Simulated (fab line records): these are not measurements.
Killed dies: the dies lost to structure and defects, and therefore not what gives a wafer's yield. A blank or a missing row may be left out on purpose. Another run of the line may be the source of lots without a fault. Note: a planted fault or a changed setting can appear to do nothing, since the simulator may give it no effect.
Comparing a struck lot with a sound one | flow nand-harc | 17 steps out of a route of 1302
Sound: the wafers L633.2, L633.3, L633.4. Wafers struck: L651.2, L651.4, L651.5. The cause comes at the end.
Per side, at each step with rows, come the tool, then ch with its chambers, and then its first start. Under that, the readings that differ: sound wafers | struck wafers | difference of the means | sigmas: that difference in standard deviations of wafers without a fault.
alike: a reading whose means differ by less than 2 such deviations, as well as words and numbers matching on both sides. not compared: withheld readings; readings where some wafer has no value; bounds like >300 that might hide an equal value; numbers whose values overlap and for which the record gives no deviation.
A row with sigmas, a row that says differs or no value, or rows on one side alone: a step with any of these is where the two part. Numbers that don't overlap but have no deviation are shown without sigmas and don't part them. A reading missing from all wafers of one side parts the sides only when that side holds two or more wafers.

NHARC_P_M1_INSPECT_11:
  sound: defect-inspect-01 at day 6 15:02; struck: defect-inspect-02 at day 13 19:24
  alike: raw-defect-count
then, 2 steps without rows for these wafers: NHARC_P_M1_DESCUM_14 (chemistry O2, time 3 s); NHARC_P_M1_ETCH_35 (etches the open film in N2/H2, target depth 40 nm, overetch 12 nm, time 43.94 s).
NHARC_P_M1_ETCH_15: etches the open film in C4F8/Ar, target depth 182.5 nm, time 91.2 s.
  sound: rie-diel-09 ch 1,2,3; struck: rie-diel-03 ch 1,2,3
  alike: oes-product-au, rf-vpp-V
  not compared: rf-hours-counter-h
NHARC_P_M1_CD_MEAS_16:
  sound: cd-sem-01 at day 6 15:25; struck: cd-sem-03 at day 13 19:46
  alike: cd-nm
then, 3 steps without rows for these wafers: NHARC_P_M1_STRIP_18 (strips in N2/H2); NHARC_P_M1_ETCH_28 (etches the open film in CF4/N2, target depth 30 nm, time 72.99 s); NHARC_P_M1_STRIP_19 (strips in post etch residue remover, time 600 s).
NHARC_P_M1_DEGAS_29: time 60 s.
  sound: pvd-sputter-01 at day 6 16:07; struck: pvd-sputter-03 at day 13 20:29
  alike: heater-power-w
then, 1 step without rows for these wafers: NHARC_P_M1_PRE_CLEAN_30 (time 30 s).
NHARC_P_M1_PVD_20: deposits TaN, target thk 5 nm, time 8.06 s.
  sound on pvd-sputter-01; struck on pvd-sputter-03
  alike: bias-v, throttle-valve-pct
NHARC_P_M1_PVD_21: deposits Cu, target thk 30 nm, time 20.49 s.
  sound on pvd-sputter-01; struck on pvd-sputter-03
  alike: throttle-valve-pct
NHARC_P_M1_ECD_22: material Cu, target thk 400 nm.
  sound on ecd-cu-01 ch 0,1, day 6 16:31; struck on ecd-cu-02 ch 0,1, day 13 20:52
NHARC_P_M1_ANNEAL_31: time 90 s.
  sound on rtp-anneal-01 ch 0, day 6 16:56; struck on rtp-anneal-01 ch 0, day 13 21:22
  alike: wafer_temp_C_max
NHARC_P_M1_CMP_23: polishes, t overpolish 20 s, target thk 157.82 nm.
  sound on cmp-03 ch 1,2,3, day 6 17:14; struck on cmp-02 ch 0,1,3, day 13 21:41
  reading                | sound          | struck         | difference | sigmas
  time-to-endpoint-s (s) | 26.6 22.1 29.6 | 16.9 17.6 21.4 | -7.5       | -3
  alike: motor-current-A, retaining-ring-pressure-frac
NHARC_P_M1_THK_MEAS_24: measures by xrf.
  sound: film-metro-02 at day 6 17:33; struck: film-metro-02 at day 13 21:59
  alike: thk-nm
-- jump in the record: it breaks off in module P_M1 and resumes in module END (first step shown: number 1302 of the route), and 18 days separate the struck wafers' starts before and after --
NHARC_END_SORT_01:
  at this point the record logs the struck wafers (prober-02 ch 0, day 31 17:29) and has no rows for the sound ones

WHERE THEY PART
At NHARC_P_M1_CMP_23 first; at NHARC_END_SORT_01 last (within this record only).

WHY: what had been put in by the simulator
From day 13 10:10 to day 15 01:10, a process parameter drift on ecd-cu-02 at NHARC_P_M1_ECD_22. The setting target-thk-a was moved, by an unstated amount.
